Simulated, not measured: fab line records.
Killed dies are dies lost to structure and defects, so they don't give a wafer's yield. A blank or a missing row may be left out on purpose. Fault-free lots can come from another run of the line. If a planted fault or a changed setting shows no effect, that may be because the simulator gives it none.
Matching of chambers | flow nand harc | 4 sister chambers for NHARC_A_CHANNEL_FILL_D2_ALD_02 on ald hk-03
The step deposits SiO2, target thk 6 nm, pulse time 10 s, ald cycles 60. 16 wafers are shown with their chamber, then 8 later ones without.

EACH WAFER AND ITS CHAMBER
wafer  | chamber | heater power w (W) | precursor pulse height rel
L076.2 | 2       | 374                | 0.979
L076.5 | 1       | 466                | 1.006
L076.6 | 2       | 383                | 0.996
L082.3 | 3       | 465                | 0.974
L082.5 | 1       | 463                | 1.001
L082.6 | 0       | 492                | 0.978
L088.3 | 2       | 399                | 1.008
L088.4 | 1       | 461                | 1.019
L088.6 | 0       | 485                | 0.931
L089.2 | 1       | 457                | 0.971
L089.3 | 3       | 462                | 0.995
L089.4 | 2       | 404                | 0.996
L087.1 | 0       | 473                | 0.998
L087.2 | 3       | 458                | 0.969
L087.6 | 3       | 463                | 1.028
L092.4 | 0       | 477                | 1.052

SIGNATURES (means of the wafers above)
reading                    | chamber 0 | chamber 1 | chamber 2 | chamber 3 | scatter within a chamber
heater power w             | 481.75    | 461.75    | 390.00    | 462.00    | 8.49
precursor pulse height rel | 0.98975   | 0.99925   | 0.99475   | 0.99150   | 0.0308
Rule: for each reading, subtract the chamber's mean from the wafer's reading, divide by that reading's scatter and square the result; add these up over the readings and take the root, which gives the wafer's distance from the chamber. The wafer belongs to the nearest chamber; if the next one is less than 2 further off, it can't be placed. How the scatter is found: for the shown wafers, subtract from each reading the mean of its chamber, square and add these, divide the total by (wafers less chambers), then take the root.

WAFERS MISSING THEIR CHAMBER
wafer  | heater power w (W) | precursor pulse height rel
L092.5 | 455                | 0.992
L092.6 | 392                | 1.039
L094.2 | 461                | 0.988
L094.4 | 392                | 1.001
L094.5 | 450                | 0.989
L095.1 | 453                | 1.024
L095.2 | 486                | 1.019
L095.5 | 465                | 1.038

WHICH CHAMBER EACH WENT THROUGH
wafer  | from the rows above          | in truth
L092.5 | can't be placed: 3 or 1      | 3
L092.6 | 2                            | 2
L094.2 | can't be placed: 3 or 1      | 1
L094.4 | 2                            | 2
L094.5 | can't be placed: 3 or 1      | 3
L095.1 | can't be placed: 1 or 3      | 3
L095.2 | can't be placed: 0 or 1 or 3 | 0
L095.5 | can't be placed: 1 or 3 or 0 | 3
2 of 8 placed correctly. Unplaceable from these rows: 6, with the true chamber sitting among the candidates in 6. Wrongly placed: 0.
